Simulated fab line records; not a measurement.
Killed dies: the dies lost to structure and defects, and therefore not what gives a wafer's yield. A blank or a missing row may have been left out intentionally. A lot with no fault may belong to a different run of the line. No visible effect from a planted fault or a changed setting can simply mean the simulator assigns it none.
Chamber matching / flow nand_harc / rie_diel-05 running NHARC_P_BONDPAD_ETCH_37: 4 sister chambers
The step etches the open film in N2/H2, target depth 60 nm, overetch 18 nm, time 65.91 s. 16 wafers are shown with their chamber, then 8 later ones without.

WAFERS, EACH WITH ITS CHAMBER
wafer=L421.1; chamber=2; showerhead_plenum_p_Torr (Torr)=2.16; drypump_motor_current_A (A)=6.3; rf_vpp_V (V)=433
wafer=L421.2; chamber=1; showerhead_plenum_p_Torr (Torr)=1.96; drypump_motor_current_A (A)=5.4; rf_vpp_V (V)=429
wafer=L421.5; chamber=2; showerhead_plenum_p_Torr (Torr)=2.16; drypump_motor_current_A (A)=6.3; rf_vpp_V (V)=435
wafer=L420.1; chamber=2; showerhead_plenum_p_Torr (Torr)=2.16; drypump_motor_current_A (A)=6.3; rf_vpp_V (V)=433
wafer=L420.4; chamber=3; showerhead_plenum_p_Torr (Torr)=1.90; drypump_motor_current_A (A)=5.6; rf_vpp_V (V)=425
wafer=L420.6; chamber=0; showerhead_plenum_p_Torr (Torr)=2.05; drypump_motor_current_A (A)=5.3; rf_vpp_V (V)=431
wafer=L423.1; chamber=2; showerhead_plenum_p_Torr (Torr)=2.16; drypump_motor_current_A (A)=6.3; rf_vpp_V (V)=434
wafer=L423.2; chamber=1; showerhead_plenum_p_Torr (Torr)=1.96; drypump_motor_current_A (A)=5.5; rf_vpp_V (V)=429
wafer=L423.6; chamber=2; showerhead_plenum_p_Torr (Torr)=2.16; drypump_motor_current_A (A)=6.2; rf_vpp_V (V)=435
wafer=L429.1; chamber=3; showerhead_plenum_p_Torr (Torr)=1.89; drypump_motor_current_A (A)=5.6; rf_vpp_V (V)=426
wafer=L429.3; chamber=0; showerhead_plenum_p_Torr (Torr)=2.05; drypump_motor_current_A (A)=5.3; rf_vpp_V (V)=432
wafer=L429.5; chamber=0; showerhead_plenum_p_Torr (Torr)=2.05; drypump_motor_current_A (A)=5.3; rf_vpp_V (V)=431
wafer=L433.1; chamber=2; showerhead_plenum_p_Torr (Torr)=2.16; drypump_motor_current_A (A)=6.3; rf_vpp_V (V)=434
wafer=L433.2; chamber=0; showerhead_plenum_p_Torr (Torr)=2.05; drypump_motor_current_A (A)=5.3; rf_vpp_V (V)=431
wafer=L433.4; chamber=3; showerhead_plenum_p_Torr (Torr)=1.89; drypump_motor_current_A (A)=5.7; rf_vpp_V (V)=427
wafer=L432.1; chamber=0; showerhead_plenum_p_Torr (Torr)=2.05; drypump_motor_current_A (A)=5.3; rf_vpp_V (V)=431

SIGNATURES (means of the wafers above)
reading=showerhead_plenum_p_Torr; chamber 0=2.0500; chamber 1=1.9600; chamber 2=2.1600; chamber 3=1.8933; scatter within a chamber=0.00236
reading=drypump_motor_current_A; chamber 0=5.300; chamber 1=5.450; chamber 2=6.283; chamber 3=5.633; scatter within a chamber=0.0408
reading=rf_vpp_V; chamber 0=431.20; chamber 1=429.00; chamber 2=434.00; chamber 3=426.00; scatter within a chamber=0.753
Rule: distance of a wafer from a chamber = root of the sum over the readings of ((wafer's reading minus chamber's mean) / reading's scatter) squared. If the next closest chamber is less than 2 further off than the closest, the wafer can't be placed; otherwise it belongs to the closest. The scatter: take each reading less its chamber's mean, square it, sum over the shown wafers, divide by the number of wafers less the number of chambers, and take the root.

WAFERS WITHOUT THEIR CHAMBER
wafer=L432.2; showerhead_plenum_p_Torr (Torr)=2.16; drypump_motor_current_A (A)=6.3; rf_vpp_V (V)=433
wafer=L432.4; showerhead_plenum_p_Torr (Torr)=2.05; drypump_motor_current_A (A)=5.3; rf_vpp_V (V)=431
wafer=L441.1; showerhead_plenum_p_Torr (Torr)=1.89; drypump_motor_current_A (A)=5.6; rf_vpp_V (V)=427
wafer=L441.2; showerhead_plenum_p_Torr (Torr)=2.16; drypump_motor_current_A (A)=6.2; rf_vpp_V (V)=433
wafer=L441.3; showerhead_plenum_p_Torr (Torr)=2.05; drypump_motor_current_A (A)=5.3; rf_vpp_V (V)=431
wafer=L442.1; showerhead_plenum_p_Torr (Torr)=1.89; drypump_motor_current_A (A)=5.7; rf_vpp_V (V)=427
wafer=L442.3; showerhead_plenum_p_Torr (Torr)=2.05; drypump_motor_current_A (A)=5.3; rf_vpp_V (V)=431
wafer=L442.4; showerhead_plenum_p_Torr (Torr)=2.16; drypump_motor_current_A (A)=6.3; rf_vpp_V (V)=433

WHICH CHAMBER EACH ONE RAN IN
wafer=L432.2; from the rows above=2; in truth=2
wafer=L432.4; from the rows above=0; in truth=0
wafer=L441.1; from the rows above=3; in truth=3
wafer=L441.2; from the rows above=2; in truth=2
wafer=L441.3; from the rows above=0; in truth=0
wafer=L442.1; from the rows above=3; in truth=3
wafer=L442.3; from the rows above=0; in truth=0
wafer=L442.4; from the rows above=2; in truth=2
8 of 8 placed correctly. From these rows, 0 cannot be placed. Number placed wrongly: 0.
